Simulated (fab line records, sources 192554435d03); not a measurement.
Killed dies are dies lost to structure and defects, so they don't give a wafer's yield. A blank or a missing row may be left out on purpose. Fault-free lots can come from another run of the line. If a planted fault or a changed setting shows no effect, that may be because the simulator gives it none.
fab line records	flow n5_finfet
[record] lots = 8	wafers = 24	last_day = 18
route steps=1938 shown MOL_CONTACT_COAG@580 BEOL_M4@1111 PASSIVATION@1936
lots that met no fault: from a run of the same line without faults
start_h: the number of hours between the record's first day and the start of the first shown wafer of the lot	wait_h: time in hours since the lot's previous step	" unchanged from the row above	L1.1+2: one row covering several wafers at once	- value missing, or start not given	* or withheld: withheld	< > ~ a bound
route shown NAME@n: names a module that has steps shown in the file, with the first one's number in the route	usual: mean and standard deviation over wafers with no fault	same: alike in all rows	chamber/n: place in a boat	sites: each site's reading	_std_site: their standard deviation	_edge_site: outer sites' mean less inner sites'	radius_mm: for every site, how far away it sits from the centre of the wafer	mask NAME#n: copy n	behind: the last tool/chamber to shape the wafer	hold: why the lot went on hold/how many hours it stayed there/how the hold came to an end	device: which transistor (n, p or np) failed to switch	end of line: the same wafers' tests at the end of the route	step lacking rows: just its recipe	killed: dies that structure and defects cost at the first sort, which is not the same as the wafer's yield	map: the dies of a wafer, with x for killed, . for not killed, _ for no die there
set.NAME: the setting the step ran with; set.NAME@STEP: the setting that earlier step ran with	model.NAME: the simulator's own value behind a step, which no gauge read
one table for each step of the route and one row for each wafer, over a sample of lots
services: from which hour (start_h, from the record's first day; less than 0 if before it) a tool's chamber was out of use, for how many hours, and why
[[steps]]
[step N5_MOL_CONTACT_COAG_ETCHBACK_132]
[recipe] chemistry = CHF3	target = SiO2	target_depth_a = 100	time_s = 6.7	ion_energy_ev = 200	pressure_mtorr = 30	source_w = 610	bias_w = 170	Ar_flow_sccm = 200	CHF3_flow_sccm = 50
[usual] CHF3_flow_sccm = 50.01/0.17	bias_w = 170.0/0.52	chamber_pressure_mTorr = 29.999/0.027	drypump_motor_current_A = 5.7/0.38	oes_f_703_au = 0.78/0.11	oes_product_au = 0.79/0.11	rf_vpp_V = 515/14	showerhead_plenum_p_Torr = 2.37/0.1	throttle_valve_pct = 18.66/0.21
lot.wafer	tool	chamber	start_h	wait_h	CHF3_flow_sccm	bias_w	chamber_pressure_mTorr	drypump_motor_current_A	oes_f_703_au	oes_product_au	rf_hours_counter_h	rf_vpp_V	showerhead_plenum_p_Torr	throttle_valve_pct
L745.1	rie_diel-05	0	130.84	0.1	49.90	169.0	30.030	5.1	0.74	0.69	250	488	2.46	18.73
L745.4	"	1	"	"	50.09	169.9	29.955	6.1	0.74	0.75	139	524	2.47	18.75
L745.6	"	1	"	"	49.89	170.1	30.021	6.1	0.75	0.77	-	525	2.47	18.73
L746.1	rie_diel-04	2	133.84	0.1	49.97	170.4	29.965	5.3	0.69	0.69	220	511	2.35	18.94
L746.2	"	0	"	"	49.95	169.8	30.009	5.6	0.87	0.89	30	528	2.52	18.60
L746.3	"	1	"	"	49.88	170.3	29.961	5.5	0.72	0.70	206	516	2.46	18.50
L750.1	rie_diel-05	2	158.01	0.3	-	-	-	-	-	-	-	-	-	-
L750.2	"	3	"	"	-	-	-	-	-	-	-	-	-	-
L750.5	"	3	"	"	-	-	-	-	-	-	-	-	-	-
L751.4	rie_diel-04	3	173.45	0.6	-	-	-	-	-	-	-	-	-	-
L751.5	"	3	"	"	-	-	-	-	-	-	-	-	-	-
L751.6	"	0	"	"	-	-	-	-	-	-	-	-	-	-
L752.2	rie_diel-04	2	175.52	0.1	-	-	-	-	-	-	-	-	-	-
L752.4	"	2	"	"	-	-	-	-	-	-	-	-	-	-
L752.6	"	0	"	"	-	-	-	-	-	-	-	-	-	-
L760.1	rie_diel-04	0	219.62	0.1	49.79	169.8	30.019	5.6	0.82	0.84	68	528	2.50	18.68
L760.2	"	3	"	"	50.08	169.8	30.012	6.0	0.86	0.91	29	532	2.34	18.36
L760.3	"	2	"	"	49.99	170.0	29.983	5.3	0.67	0.66	259	510	2.34	19.01
L761.3	rie_diel-05	1	232.44	0.2	50.13	169.3	29.964	6.1	0.72	0.73	178	525	2.45	18.79
L761.5	"	3	"	"	49.94	171.0	29.987	5.5	0.94	0.90	-	511	2.35	18.93
L761.6	"	2	"	"	49.86	170.7	29.986	5.5	0.68	0.71	-	524	2.17	18.62
L762.2	rie_diel-05	3	235.68	0.3	49.80	170.4	29.979	5.5	0.94	0.90	36	510	2.35	18.90
L762.3	"	2	"	"	50.16	169.5	29.992	5.5	0.67	0.70	194	525	2.17	18.63
L762.5	"	2	"	"	50.04	169.6	30.035	5.5	0.68	0.71	-	524	2.17	18.63
[step N5_MOL_CONTACT_COAG_ETCH_91]
[recipe] chemistry = N2/H2	target = SOC	target_depth_a = 600	overetch_a = 210	mask_material = SiARC	temp_c = 40	time_s = 101.2	ion_energy_ev = 200	pressure_mtorr = 30	source_w = 840	bias_w = 150	n2_flow_sccm = 200	h2_flow_sccm = 200
[usual] chamber_pressure_mTorr = 29.998/0.027	drypump_motor_current_A = 5.7/0.38	oes_product_au = 0.66/0.083	rf_vpp_V = 523/3.2	showerhead_plenum_p_Torr = 2.54/0.12	throttle_valve_pct = 17.83/0.29
lot.wafer	tool	chamber	start_h	wait_h	chamber_pressure_mTorr	drypump_motor_current_A	oes_product_au	rf_hours_counter_h	rf_vpp_V	showerhead_plenum_p_Torr	throttle_valve_pct
L745.1	rie_diel-05	0	130.87	0.0	30.013	5.1	0.58	250	525	2.62	17.79
L745.4	"	1	"	"	29.963	6.1	0.65	139	529	2.65	17.81
L745.6	"	1	"	"	29.982	6.2	0.65	-	528	2.65	17.84
L746.1	rie_diel-04	2	133.88	0.0	30.041	5.4	0.59	220	523	2.54	18.33
L746.2	"	0	"	"	29.942	5.6	0.75	30	528	2.73	17.87
L746.3	"	1	"	"	29.940	5.4	0.59	206	527	2.63	17.70
L750.1	rie_diel-05	2	158.04	0.0	29.978	5.5	0.28	165	517	2.33	17.64
L750.2	"	3	"	"	29.989	5.5	0.34	15	521	2.50	17.98
L750.5	"	3	"	"	29.949	5.5	0.34	-	522	2.50	17.96
L751.4	rie_diel-04	3	173.49	0.0	29.987	6.0	0.36	8	522	2.48	17.20
L751.5	"	3	"	"	30.038	6.0	0.36	-	523	2.48	17.20
L751.6	"	0	"	"	29.978	5.6	0.32	-	528	2.72	17.85
L752.2	rie_diel-04	2	175.55	0.0	30.003	5.3	0.26	239	522	2.53	18.30
L752.4	"	2	"	"	29.961	5.3	0.26	-	523	2.53	18.30
L752.6	"	0	"	"	30.019	5.6	0.32	-	528	2.72	17.84
L760.1	rie_diel-04	0	219.66	0.0	30.012	5.6	0.70	68	527	2.71	17.93
L760.2	"	3	"	"	30.009	6.1	0.76	29	523	2.47	17.30
L760.3	"	2	"	"	29.989	5.3	0.57	259	523	2.52	18.38
L761.3	rie_diel-05	1	232.47	0.0	29.976	6.2	0.62	178	526	2.63	17.88
L761.5	"	3	"	"	30.058	5.6	0.74	-	522	2.49	18.07
L761.6	"	2	"	"	29.976	5.4	0.60	-	517	2.32	17.75
L762.2	rie_diel-05	3	235.71	0.0	30.032	5.5	0.74	36	519	2.49	18.04
L762.3	"	2	"	"	30.003	5.5	0.60	194	518	2.32	17.76
L762.5	"	2	"	"	30.002	5.5	0.61	-	519	2.32	17.74
[step N5_MOL_CONTACT_COAG_ETCHBACK_135]
[recipe] chemistry = CHF3	target = SiO2	target_depth_a = 250	time_s = 16.7	ion_energy_ev = 200	pressure_mtorr = 30	source_w = 610	bias_w = 170	Ar_flow_sccm = 200	CHF3_flow_sccm = 50
[usual] CHF3_flow_sccm = 50.01/0.14	bias_w = 170.0/0.49	chamber_pressure_mTorr = 29.996/0.026	drypump_motor_current_A = 5.7/0.38	oes_f_703_au = 0.78/0.11	oes_product_au = 0.79/0.11	rf_vpp_V = 515/14	showerhead_plenum_p_Torr = 2.37/0.1	throttle_valve_pct = 18.66/0.21
lot.wafer	tool	chamber	start_h	wait_h	CHF3_flow_sccm	bias_w	chamber_pressure_mTorr	drypump_motor_current_A	oes_f_703_au	oes_product_au	rf_hours_counter_h	rf_vpp_V	showerhead_plenum_p_Torr	throttle_valve_pct
L745.1	rie_diel-05	0	130.96	0.0	50.23	169.9	30.002	5.1	0.73	0.69	250	486	2.46	18.71
L745.4	"	1	"	"	49.96	170.1	30.013	6.2	0.75	0.76	139	525	2.47	18.72
L745.6	"	1	"	"	49.99	169.1	30.024	6.2	0.75	0.76	-	524	2.47	18.73
L746.1	rie_diel-04	2	133.97	0.0	49.91	170.9	29.946	5.3	0.69	0.69	220	509	2.35	18.94
L746.2	"	0	"	"	50.09	169.2	30.016	5.6	0.87	0.90	30	527	2.52	18.60
L746.3	"	1	"	"	50.11	170.3	30.018	5.5	0.71	0.70	206	517	2.46	18.50
L750.1	rie_diel-05	2	158.13	0.0	50.05	170.3	29.986	5.5	0.70	0.73	165	524	2.18	18.56
L750.2	"	3	"	"	49.91	170.8	29.984	5.5	0.99	0.95	15	510	2.36	18.89
L750.5	"	3	"	"	49.98	170.4	29.999	5.6	0.99	0.95	-	509	2.36	18.90
L751.4	rie_diel-04	3	173.58	0.0	50.11	170.6	30.011	6.0	0.90	0.95	8	533	2.35	18.35
L751.5	"	3	"	"	49.78	169.9	30.024	6.0	0.90	0.96	-	532	2.35	18.34
L751.6	"	0	"	"	50.11	169.7	30.011	5.6	0.85	0.86	-	526	2.51	18.64
L752.2	rie_diel-04	2	175.64	0.0	49.99	169.5	30.032	5.3	0.68	0.67	239	511	2.35	18.98
L752.4	"	2	"	"	49.72	169.1	29.984	5.3	0.68	0.68	-	510	2.35	18.95
L752.6	"	0	"	"	50.16	169.7	29.964	5.6	0.85	0.87	-	527	2.51	18.64
L760.1	rie_diel-04	0	219.75	0.0	49.89	170.3	29.972	5.6	0.82	0.83	68	526	2.50	18.69
L760.2	"	3	"	"	50.12	170.2	30.006	6.1	0.86	0.90	29	532	2.34	18.38
L760.3	"	2	"	"	50.28	170.4	29.985	5.3	0.66	0.67	259	510	2.34	18.99
L761.3	rie_diel-05	1	232.56	0.0	49.88	170.8	30.033	6.2	0.72	0.73	178	524	2.45	18.79
L761.5	"	3	"	"	50.23	169.5	29.986	5.6	0.94	0.90	-	511	2.35	18.93
L761.6	"	2	"	"	49.80	169.8	29.965	5.4	0.67	0.71	-	525	2.17	18.62
L762.2	rie_diel-05	3	235.80	0.0	49.86	170.4	29.975	5.5	0.94	0.90	37	511	2.35	18.93
L762.3	"	2	"	"	50.03	170.2	29.975	5.5	0.68	0.71	194	524	2.17	18.60
L762.5	"	2	"	"	49.92	170.2	30.066	5.5	0.68	0.72	-	527	2.17	18.63
[step N5_MOL_CONTACT_COAG_STRIP_96]
[recipe] chemistry = N2/H2	power_w = 500	temp_c = 40	pressure_mtorr = 50	rf_frequency_hz = 6e+07	overash_fraction = 0.3	bias_power_w = 28	h2_frac = 0.5	n2_flow_sccm = 300	h2_flow_sccm = 300
[usual] chamber_pressure_mTorr = 50.01/0.056	drypump_motor_current_A = 5.7/0.38	oes_product_au = 0.79/0.11	rf_vpp_V = 121.7/1.5	showerhead_plenum_p_Torr = 3.35/0.15	throttle_valve_pct = 19.0/0.41
lot.wafer	tool	chamber	start_h	wait_h	chamber_pressure_mTorr	drypump_motor_current_A	oes_product_au	rf_hours_counter_h	rf_vpp_V	showerhead_plenum_p_Torr	throttle_valve_pct
L745.1	rie_diel-05	0	131.06	0.0	50.02	5.1	0.70	250	124.2	3.46	18.9
L745.4	"	1	"	"	50.02	6.2	0.78	139	122.8	3.49	18.8
L745.6	"	1	"	"	49.94	6.1	0.78	-	122.6	3.49	18.8
L746.1	rie_diel-04	2	134.07	0.0	49.95	5.3	0.70	220	122.0	3.35	19.7
L746.2	"	0	"	"	49.99	5.6	0.91	30	121.9	3.59	18.9
L746.3	"	1	"	"	50.07	5.4	0.69	206	122.6	3.47	18.7
L750.1	rie_diel-05	2	158.23	0.0	50.03	5.4	0.76	165	119.1	3.09	18.7
L750.2	"	3	"	"	49.96	5.6	0.94	15	121.4	3.30	19.5
L750.5	"	3	"	"	50.01	5.5	0.92	-	121.5	3.30	19.5
L751.4	rie_diel-04	3	173.68	0.0	50.10	6.1	0.95	8	122.6	3.28	18.4
L751.5	"	3	"	"	50.05	6.1	0.96	-	120.4	3.28	18.5
L751.6	"	0	"	"	50.01	5.6	0.89	-	123.9	3.58	18.9
L752.2	rie_diel-04	2	175.74	0.0	49.99	5.3	0.68	239	123.3	3.34	19.7
L752.4	"	2	"	"	50.12	5.3	0.68	-	122.9	3.34	19.8
L752.6	"	0	"	"	49.97	5.6	0.88	-	123.6	3.58	18.9
L760.1	rie_diel-04	0	219.85	0.0	49.94	5.6	0.86	68	122.9	3.57	19.0
L760.2	"	3	"	"	50.00	6.1	0.91	29	120.8	3.26	18.5
L760.3	"	2	"	"	49.96	5.3	0.67	259	120.3	3.33	19.8
L761.3	rie_diel-05	1	232.66	0.0	49.98	6.2	0.74	178	123.0	3.47	18.9
L761.5	"	3	"	"	50.08	5.6	0.89	-	121.5	3.29	19.5
L761.6	"	2	"	"	49.91	5.5	0.73	-	118.9	3.07	18.7
L762.2	rie_diel-05	3	235.90	0.0	49.91	5.6	0.89	37	121.0	3.29	19.5
L762.3	"	2	"	"	49.97	5.5	0.73	194	119.5	3.07	18.7
L762.5	"	2	"	"	50.00	5.5	0.73	-	118.1	3.07	18.7
[step N5_MOL_CONTACT_COAG_STRIP_119]
[recipe] chemistry = N2/H2	time_s = 30	power_w = 1000	temp_c = 250	pressure_mtorr = withheld	n2_flow_sccm = 1750	h2_flow_sccm = 3250
[usual] drypump_motor_current_A = 5.55/0.15	heater_power_w = 342/25
lot.wafer	tool	chamber	start_h	wait_h	drypump_motor_current_A	heater_power_w	rf_hours_counter_h
L745.1	plasma_asher-01	1	131.18	0.1	5.68	313	47
L745.4	"	1	"	"	5.70	303	-
L745.6	"	0	"	"	5.26	378	-
L746.1	plasma_asher-01	1	134.19	0.1	5.70	308	48
L746.2	"	0	"	"	5.26	391	48
L746.3	"	1	"	"	5.69	308	-
L750.1	plasma_asher-01	1	158.35	0.1	5.72	304	52
L750.2	"	0	"	"	5.26	373	52
L750.5	"	0	"	"	5.27	386	-
L751.4	plasma_asher-01	0	173.87	0.1	5.27	377	-
L751.5	"	1	"	"	5.69	310	-
L751.6	"	0	"	"	5.30	374	-
L752.2	plasma_asher-02	0	175.86	0.1	5.63	330	106
L752.4	"	1	"	"	5.56	353	-
L752.6	"	0	"	"	5.64	329	-
L760.1	plasma_asher-01	0	219.97	0.1	5.27	374	65
L760.2	"	1	"	"	5.72	310	65
L760.3	"	0	"	"	5.27	376	-
L761.3	plasma_asher-02	1	232.81	0.1	5.54	350	-
L761.5	"	1	"	"	5.54	351	-
L761.6	"	0	"	"	5.60	338	-
L762.2	plasma_asher-02	1	236.02	0.1	5.56	342	118
L762.3	"	1	"	"	5.54	340	-
L762.5	"	0	"	"	5.64	334	-
[step N5_MOL_CONTACT_COAG_CD_MEAS_137]
[recipe] target_cd_nm = 16
[usual] cd_nm = 15.7/0.34
lot.wafer	tool	chamber	start_h	wait_h	cd_nm
L745.1	cd_sem-01	-	131.33	0.0	15.3
L745.4	"	-	"	"	15.5
L745.6	"	-	"	"	15.9
L746.1	cd_sem-03	-	134.34	0.0	15.7
L746.2	"	-	"	"	15.8
L746.3	"	-	"	"	15.9
L750.1	cd_sem-02	-	158.50	0.0	-
L750.2	"	-	"	"	-
L750.5	"	-	"	"	-
L751.4	cd_sem-02	-	174.00	0.0	-
L751.5	"	-	"	"	-
L751.6	"	-	"	"	-
L752.2	cd_sem-01	-	176.01	0.0	-
L752.4	"	-	"	"	-
L752.6	"	-	"	"	-
L760.1	cd_sem-01	-	220.11	0.0	15.4
L760.2	"	-	"	"	15.9
L760.3	"	-	"	"	15.5
L761.3	cd_sem-01	-	232.94	0.0	15.5
L761.5	"	-	"	"	16.2
L761.6	"	-	"	"	15.2
L762.2	cd_sem-03	-	236.18	0.0	15.9
L762.3	"	-	"	"	15.8
L762.5	"	-	"	"	15.7
[step N5_BEOL_M4_RC_MEAS_101]
[usual] DIBL_N = 36.4/2	DIBL_P = 36.1/2.5	IOFF_N = 0.16/0.037	IOFF_P = 0.20/0.038	ION_N = 670/13	ION_P = 459/8.3	SS_N = 71.6/0.69	SS_P = 73.3/0.72	VT_N = 250/3.4	VT_P = -251/3.1
lot.wafer	tool	chamber	start_h	wait_h	DIBL_N[mV/V]	DIBL_P[mV/V]	IOFF_N[nA/um]	IOFF_P[nA/um]	ION_N[uA/um]	ION_P[uA/um]	SS_N[mV/dec]	SS_P[mV/dec]	VT_N[mV]	VT_P[mV]
L745.1	prober-01	0	195.74	0.0	34.9	34.7	0.13	0.16	665	454	70.6	72.8	255	-254
L745.4	"	0	"	"	39.3	39.6	0.22	0.25	680	461	72.3	73.9	249	-249
L745.6	"	0	"	"	35.5	34.9	0.14	0.16	663	449	71.7	73.0	251	-255
L746.1	prober-01	0	203.42	0.3	36.3	35.4	0.17	0.21	660	449	72.2	73.8	251	-250
L746.2	"	0	"	"	33.8	32.8	0.13	0.16	655	454	71.0	72.8	255	-252
L746.3	"	0	"	"	38.1	38.9	0.24	0.27	694	462	71.6	74.5	244	-245
L760.1	prober-02	0	297.49	0.0	35.5	35.2	0.15	0.21	669	460	72.0	72.5	250	-250
L760.2	"	0	"	"	34.2	34.1	0.12	0.18	669	459	71.5	72.3	255	-251
L760.3	"	0	"	"	37.4	36.8	0.19	0.22	668	456	73.1	73.3	247	-249
L761.3	prober-02	0	300.32	0.3	35.4	36.3	0.14	0.18	678	464	70.8	73.9	252	-254
L761.5	"	0	"	"	37.1	36.9	0.15	0.18	657	441	71.9	73.3	253	-256
L761.6	"	0	"	"	35.8	36.5	0.14	0.18	663	458	71.3	73.5	250	-256
L762.2	prober-01	0	304.50	0.2	36.7	36.9	0.18	0.19	676	455	71.4	74.0	246	-254
L762.3	"	0	"	"	37.6	36.4	0.17	0.18	668	445	71.6	73.9	247	-255
L762.5	"	0	"	"	35.3	34.9	0.13	0.17	651	452	70.8	72.3	251	-256
[step N5_PASSIVATION_PROBE_49]
[usual] killed_at_M0_to_M3 = 34/11	killed_at_M4_up = 13/5.2	killed_at_contacts = 13/6.3	killed_at_front_end = 40/14	killed_at_other = 3.2/2.4	killed_dies = 104/19	killed_on_rim = 14/4.2	killed_open = 69/14	killed_short = 32/7.5
[same] gross_dies = 1180	killed_at_back_side = 0
lot.wafer	tool	chamber	start_h	wait_h	killed_at_M0_to_M3	killed_at_M4_up	killed_at_contacts	killed_at_front_end	killed_at_other	killed_dies	killed_on_rim	killed_open	killed_short
L746.1	prober-01	-	314.94	0.0	41	11	12	37	12	113	15	70	32
L746.2	prober-01	-	314.99	0.1	27	13	13	22	3	78	11	50	25
L746.3	prober-01	-	315.04	0.1	40	13	17	28	5	103	12	65	36
L750.1	prober-02	-	328.90	0.0	29	12	1075	60	4	1180	152	82	40
L750.2	prober-02	-	328.95	0.1	34	12	1075	55	4	1180	152	64	47
L750.5	prober-02	-	329.10	0.2	37	11	1080	47	5	1180	152	76	39
L752.2	prober-02	-	335.71	0.1	29	23	1071	53	4	1180	152	80	35
L752.4	prober-02	-	335.81	0.2	33	15	1090	37	5	1180	152	76	35
L752.6	prober-02	-	335.91	0.3	26	20	1083	47	4	1180	152	78	27
L751.4	prober-02	-	358.62	0.2	28	12	1106	33	1	1180	152	36	42
L751.5	prober-02	-	358.67	0.2	27	14	1096	40	3	1180	152	77	30
L751.6	prober-02	-	358.72	0.3	22	9	1119	30	0	1180	152	56	26
L761.3	prober-02	-	406.53	0.1	29	18	4	58	6	115	19	73	36
L761.5	prober-02	-	406.63	0.2	30	12	3	27	0	72	17	43	29
L761.6	prober-02	-	406.68	0.3	30	5	13	41	4	93	11	59	34
// killed by level:class
L746.1 STI_FIN_REVEAL:geometric_particle:open=10 MOL_CONTACT_COAG:geometric_particle:open=10 BEOL_M0_SAQP:geometric_particle:open=9 BEOL_M3:geometric_particle:open=9 BEOL_M2:geometric_particle:open=8 FIN_SAQP:geometric_particle:open=6 BEOL_M0_SAQP:geometric_particle:short=5 HKMG_FIN:area_etch=5
L746.2 MOL_CONTACT_COAG:geometric_particle:open=10 BEOL_M2:geometric_particle:open=9 FIN_SAQP:geometric_particle:open=7 BEOL_M4:geometric_particle:short=6 BEOL_M0_SAQP:geometric_particle:open=4 DUMMY_GATE:geometric_particle:open=3 GATE_CUT:geometric_particle:open=3 MOL_CONTACT_COAG:geometric_particle:short=3
L746.3 MOL_CONTACT_COAG:geometric_particle:open=14 BEOL_M0_SAQP:geometric_particle:short=13 STI_FIN_REVEAL:geometric_particle:open=8 BEOL_M2:geometric_particle:open=7 BEOL_M0_SAQP:geometric_particle:open=6 BEOL_M3:geometric_particle:open=5 BEOL_M5:geometric_particle:open=5 GATE_CUT:geometric_particle:short=4
L750.1 MOL_CONTACT_COAG:area_etchback=1057 FIN_SAQP:geometric_particle:open=23 BEOL_M2:geometric_particle:open=16 MOL_CONTACT_COAG:geometric_particle:open=13 FIN_SAQP:geometric_particle:short=11 MOL_CONTACT_COAG:geometric_particle:short=5 STI_FIN_REVEAL:geometric_particle:open=4 BEOL_M4:geometric_particle:open=4
L750.2 MOL_CONTACT_COAG:area_etchback=1067 FIN_SAQP:geometric_particle:short=23 FIN_SAQP:geometric_particle:open=11 BEOL_M2:geometric_particle:open=10 MOL_CONTACT_COAG:geometric_particle:open=7 BEOL_M0_SAQP:geometric_particle:open=7 BEOL_M0_SAQP:geometric_particle:short=4 BEOL_M3:geometric_particle:short=4
L750.5 MOL_CONTACT_COAG:area_etchback=1065 MOL_CONTACT_COAG:geometric_particle:open=14 FIN_SAQP:geometric_particle:short=10 BEOL_M0_SAQP:geometric_particle:open=9 BEOL_M0_SAQP:geometric_particle:short=8 GATE_CUT:geometric_particle:short=7 FIN_SAQP:geometric_particle:open=6 BEOL_M2:geometric_particle:open=6
L752.2 MOL_CONTACT_COAG:area_etchback=1065 STI_FIN_REVEAL:geometric_particle:open=15 FIN_SAQP:geometric_particle:open=11 BEOL_M2:geometric_particle:open=7 BEOL_M4:geometric_particle:open=7 FIN_SAQP:geometric_particle:short=6 MOL_CONTACT_COAG:geometric_particle:open=6 BEOL_M0_SAQP:geometric_particle:short=6
L752.4 MOL_CONTACT_COAG:area_etchback=1068 MOL_CONTACT_COAG:geometric_particle:open=18 BEOL_M0_SAQP:geometric_particle:open=15 BEOL_M4:geometric_particle:open=8 FIN_SAQP:geometric_particle:short=7 STI_FIN_REVEAL:geometric_particle:open=7 BEOL_M0_SAQP:geometric_particle:short=7 FIN_SAQP:geometric_particle:open=4
L752.6 MOL_CONTACT_COAG:area_etchback=1071 STI_FIN_REVEAL:geometric_particle:open=12 BEOL_M4:geometric_particle:open=12 BEOL_M0_SAQP:geometric_particle:open=11 FIN_SAQP:geometric_particle:open=10 DUMMY_GATE:geometric_particle:open=9 MOL_CONTACT_COAG:geometric_particle:open=7 BEOL_M0_SAQP:geometric_particle:short=7
L751.4 MOL_CONTACT_COAG:area_etchback=1099 FIN_SAQP:geometric_particle:short=10 BEOL_M0_SAQP:geometric_particle:short=9 STI_FIN_REVEAL:geometric_particle:open=6 MOL_CONTACT_COAG:geometric_particle:open=5 FIN_SAQP:geometric_particle:open=4 GATE_CUT:geometric_particle:short=4 BEOL_M0_SAQP:geometric_particle:open=4
L751.5 MOL_CONTACT_COAG:area_etchback=1073 MOL_CONTACT_COAG:geometric_particle:open=18 FIN_SAQP:geometric_particle:open=10 BEOL_M4:geometric_particle:open=7 FIN_SAQP:geometric_particle:short=6 STI_FIN_REVEAL:geometric_particle:open=6 BEOL_M0_SAQP:geometric_particle:open=6 BEOL_M0_SAQP:geometric_particle:short=6
L751.6 MOL_CONTACT_COAG:area_etchback=1098 MOL_CONTACT_COAG:geometric_particle:open=19 BEOL_M0_SAQP:geometric_particle:open=10 ILD0:geometric_particle:short=5 BEOL_M0_SAQP:geometric_particle:short=5 STI_FIN_REVEAL:geometric_particle:open=4 DUMMY_GATE:geometric_particle:open=3 ILD0:geometric_particle:open=3
L761.3 FIN_SAQP:geometric_particle:open=15 DUMMY_GATE:geometric_particle:open=12 BEOL_M3:geometric_particle:open=11 FIN_SAQP:geometric_particle:short=9 GATE_CUT:geometric_particle:short=6 MOL_CONTACT_COAG:geometric_particle:open=4 BEOL_M0_SAQP:geometric_particle:short=4 BEOL_M0_SAQP:geometric_particle:open=4
L761.5 BEOL_M3:geometric_particle:open=10 FIN_SAQP:geometric_particle:short=9 BEOL_M3:geometric_particle:short=6 FIN_SAQP:geometric_particle:open=5 BEOL_M0_SAQP:geometric_particle:short=5 STARTING-WAFER:geometric_particle:open=5 BEOL_M1:geometric_particle:open=4 MOL_CONTACT_COAG:geometric_particle:open=3
L761.6 MOL_CONTACT_COAG:geometric_particle:open=13 FIN_SAQP:geometric_particle:open=11 FIN_SAQP:geometric_particle:short=10 BEOL_M3:geometric_particle:open=7 GATE_CUT:geometric_particle:short=5 DUMMY_GATE:geometric_particle:open=4 BEOL_M1:geometric_particle:open=4 BEOL_M2:geometric_particle:open=4
[[services]]
tool	chamber	start_h	hours	kind
rie_diel-04	3	117.89	-	clean
rie_diel-04	3	117.89	-	consumable_replace:focus_ring
rie_diel-04	3	117.89	23.5	scheduled_down
rie_diel-04	3	117.89	23.5	vent_cycle
rie_diel-05	0	132.26	-	clean
rie_diel-05	0	132.26	-	consumable_replace:focus_ring
rie_diel-05	0	132.26	24.3	scheduled_down
rie_diel-05	0	132.26	24.3	vent_cycle
rie_diel-05	-	138.50	4.3	pm
rie_diel-04	3	143.18	13.8	repair
rie_diel-05	-	164.14	0.3	repair
rie_diel-05	-	171.64	2.2	repair
rie_diel-04	1	175.48	62.1	repair
rie_diel-05	3	201.47	13.7	repair
plasma_asher-01	-	213.40	2.8	pm
rie_diel-05	2	219.41	2.6	repair
[[key]]
[first_sign] step = N5_MOL_CONTACT_COAG_ETCHBACK_132	reading = tool_record	direction = missing
[effect] step = N5_MOL_CONTACT_COAG_ETCH_91	reading = oes_product_au	direction = down	sigmas = 4.2	usual = 0.66	struck = 0.32
[effect] step = N5_MOL_CONTACT_COAG_CD_MEAS_137	reading = cd_nm	direction = missing
[effect] step = N5_PASSIVATION_PROBE_49	reading = killed_at_contacts	direction = up	sigmas = 99+	usual = 13	struck = 1088
[more_kills_born_at] N5_MOL_CONTACT_COAG_ETCHBACK_132@rie_diel-04 = 6474	N5_MOL_CONTACT_COAG_ETCHBACK_132@rie_diel-05 = 3189
met_at N5_MOL_CONTACT_COAG_ETCHBACK_132
struck_lots L750,L751,L752
later_rows_left_out L750.1,L750.2,L750.5,L751.4,L751.5,L751.6,L752.2,L752.4,L752.6
tester_left_out L750,L751,L752
not_acting_at N5_MOL_CONTACT_COAG_ETCHBACK_135,N5_MOL_CONTACT_COAG_STRIP_96,N5_MOL_CONTACT_COAG_STRIP_119
onset_between 133.84 158.01
[fault] kind = skipped_step_whole	tool = rie_diel-04,rie_diel-05	chamber = -	onset_h = 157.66	steps = N5_MOL_CONTACT_COAG_ETCHBACK_132	scope = struck_lots_only
// tester_left_out: of these lots the tester's yield and bins aren't shown, on N5 and GAA mostly nor the transistor test; their killed dies are dies lost to structure and defects alone, not to doping, threshold or leakage, so they don't give the yield
// later_rows_left_out: the simulator's readings of these wafers behind a module that went badly wrong aren't trusted and aren't shown, but for the sort
